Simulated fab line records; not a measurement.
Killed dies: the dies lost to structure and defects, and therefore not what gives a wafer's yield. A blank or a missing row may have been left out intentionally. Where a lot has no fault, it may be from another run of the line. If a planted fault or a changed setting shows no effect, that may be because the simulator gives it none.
Chamber matching | flow nandHarc | NHARC_P_M1_DEP_33 on pecvd-01: 3 sister chambers
The step deposits SiCN, target thk 30 nm. 22 wafers are shown with their chamber, then 11 later ones without.

## EACH WAFER AND ITS CHAMBER
wafer  | chamber | heaterPowerOuterW (W) | heaterPowerW (W)
L074.3 | 0       | 328                   | 558
L074.5 | 1       | 427                   | 696
L074.6 | 2       | 305                   | 565
L076.2 | 0       | 347                   | 585
L076.5 | 0       | 346                   | 591
L076.6 | 1       | 476                   | 732
L077.2 | 0       | 298                   | 535
L077.3 | 2       | 325                   | 617
L077.5 | 0       | 305                   | 531
L079.1 | 1       | 512                   | 806
L079.5 | 2       | 259                   | 499
L079.6 | 0       | 291                   | 534
L080.2 | 1       | 471                   | 744
L080.3 | 2       | 256                   | 499
L080.5 | 2       | 251                   | 493
L084.1 | 1       | 499                   | 783
L084.2 | 0       | 344                   | 585
L084.6 | 1       | 517                   | 795
L086.1 | 0       | 349                   | 584
L086.2 | 2       | 329                   | 593
L086.5 | 0       | 336                   | 584
L088.2 | 0       | 336                   | 581

SIGNATURES (means of the wafers above)
reading           | chamber 0 | chamber 1 | chamber 2 | scatter within a chamber
heaterPowerOuterW | 328.00    | 483.67    | 287.50    | 29.4
heaterPowerW      | 566.80    | 759.33    | 544.33    | 39.3
Rule: distance of a wafer from a chamber = root of the sum over the readings of ((wafer's reading minus chamber's mean) / reading's scatter) squared. If the next closest chamber is less than 2 further off than the closest, the wafer can't be placed; otherwise it belongs to the closest. The scatter: take each reading less its chamber's mean, square it, sum over the shown wafers, divide by the number of wafers less the number of chambers, and take the root.

## WAFERS WHOSE CHAMBER IS MISSING
wafer  | heaterPowerOuterW (W) | heaterPowerW (W)
L088.3 | 280                   | 536
L088.5 | 284                   | 537
L091.2 | 286                   | 559
L091.4 | 486                   | 759
L091.6 | 286                   | 498
L092.1 | 342                   | 568
L092.2 | 489                   | 788
L092.4 | 315                   | 600
L095.2 | 424                   | 708
L095.5 | 427                   | 692
L095.6 | 339                   | 621

## EACH ONE'S CHAMBER
wafer  | from the rows above     | in truth
L088.3 | can't be placed: 2 or 0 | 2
L088.5 | can't be placed: 2 or 0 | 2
L091.2 | can't be placed: 2 or 0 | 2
L091.4 | 1                       | 1
L091.6 | can't be placed: 2 or 0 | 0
L092.1 | can't be placed: 0 or 2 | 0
L092.2 | 1                       | 1
L092.4 | can't be placed: 0 or 2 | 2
L095.2 | 1                       | 1
L095.5 | 1                       | 1
L095.6 | can't be placed: 0 or 2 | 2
4 of 11 placed correctly. Unplaceable from these rows: 7, with the true chamber sitting among the candidates in 7. Wrongly placed: 0.
